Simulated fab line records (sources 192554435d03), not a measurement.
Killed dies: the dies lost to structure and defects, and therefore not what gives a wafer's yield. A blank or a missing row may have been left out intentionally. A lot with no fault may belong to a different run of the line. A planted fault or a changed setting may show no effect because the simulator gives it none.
Split-lot trial    flow n5 finfet    21 wafers read across 7 lots, on a route 1938 steps long

## ABOUT THE SPLIT
At N5_BEOL_M9_TRENCH_ETCH_37 (etches SiCOH lowk in C4F6/O2, target depth 151.43 nm, time 49 s), the setting bias w was moved away from the recipe's 185 W on 8 of the 21 wafers read, by -13.9% to +16.9%. For the rest of the wafers, this setting stayed at what the recipe calls for.

Reading taken at the split's own step.

## THE READING
rf vpp V, in V, at N5_BEOL_M9_TRENCH_ETCH_37 (etches SiCOH lowk in C4F6/O2, target depth 151.43 nm, time 49 s). A value of 663 V with a standard deviation of 6.6 V is what fault-free wafers of this fab line usually give.

wafer   tool, chamber at the split  bias w as run, W  against the recipe  rf vpp V, V  against lot-mates on the recipe
L079.1  rie diel-02, 2              185               recipe              668          -
L079.4  rie diel-02, 0              185               recipe              658          -
L079.6  rie diel-02, 3              185               recipe              657          -
L080.1  rie diel-03, 3              185               recipe              673          -
L080.5  rie diel-03, 1              185               recipe              674          -
L080.6  rie diel-03, 2              185               recipe              673          -
L082.1  rie diel-03, 2              173.3             -6.3%               639          -30
L082.2  rie diel-03, 3              185               recipe              673          -
L082.6  rie diel-03, 0              185               recipe              664          -
L084.2  rie diel-03, 0              199.2             +7.7%               704          +32
L084.3  rie diel-03, 1              185               recipe              672          -
L084.4  rie diel-03, 2              199.2             +7.7%               715          +43
L089.3  rie diel-02, 2              159.3             -13.9%              592          no lot-mate on the recipe
L089.4  rie diel-02, 0              159.3             -13.9%              581          no lot-mate on the recipe
L089.5  rie diel-02, 3              159.3             -13.9%              582          no lot-mate on the recipe
L087.1  rie diel-02, 2              185               recipe              667          -
L087.4  rie diel-02, 0              185               recipe              657          -
L087.6  rie diel-02, 0              185               recipe              656          -
L095.1  rie diel-02, 2              216.3             +16.9%              754          +91
L095.3  rie diel-02, 0              216.3             +16.9%              742          +79
L095.6  rie diel-02, 1              185               recipe              663          -

THE FIT
A straight line over all 21 wafers: rf vpp V changes by +5.34 V for each +1% of bias w; r = +0.99; the points scatter about the line by 7.6 V.
The same after taking each lot's own level away (the mean of its wafers on the recipe; 18 wafers): +4.97 V for each +1%; r = +0.99; scatter 4.5 V.
Per that fit: largest bias w move, reading shift of 84 V.
Measured against the standard deviation above, the lots' own levels, which go from 660.0 to 673.3 V, span 2.0 times it.
So the lot-to-lot level changes the slope little: the two slopes agree.
Check: for one of the wafers moved furthest among these (+16.9%), held out of the fit, the line's prediction against its lot-mates is +80 V. It came out at +91 V against them.
Tool readings at the split's step, against how far the setting was moved: rf vpp V r = +0.99.

## FURTHER SPLITS ON THESE WAFERS
Before the reading, these wafers also passed through other splits. Each is held against what the fit with the lots' levels taken away leaves over:
other split on the same wafers      wafers away from the commonest value  r with rf vpp V (lot level and that fit taken away)
N5_BEOL_M5_TRENCH_ETCH_37 source w  7                                     +0.14
N5_BEOL_M6_COAT_05 spin rpm         7                                     +0.03
N5_BEOL_M7_ETCH_61 source w         5                                     +0.02
N5_BEOL_M7_COAT_71 spin rpm         6                                     +0.04
N5_BEOL_M8_ETCH_62 bias w           8                                     -0.18
N5_BEOL_M9_HM_DEP_02 target thk a   4                                     +0.24
N5_BEOL_M9_DESCUM_16 time s         7                                     +0.44
N5_BEOL_M9_ETCH_66 time s           5                                     -0.70

## FILE'S OWN FIT
rf vpp V changes by +4.95 V for each +1% of bias w, r = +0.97.
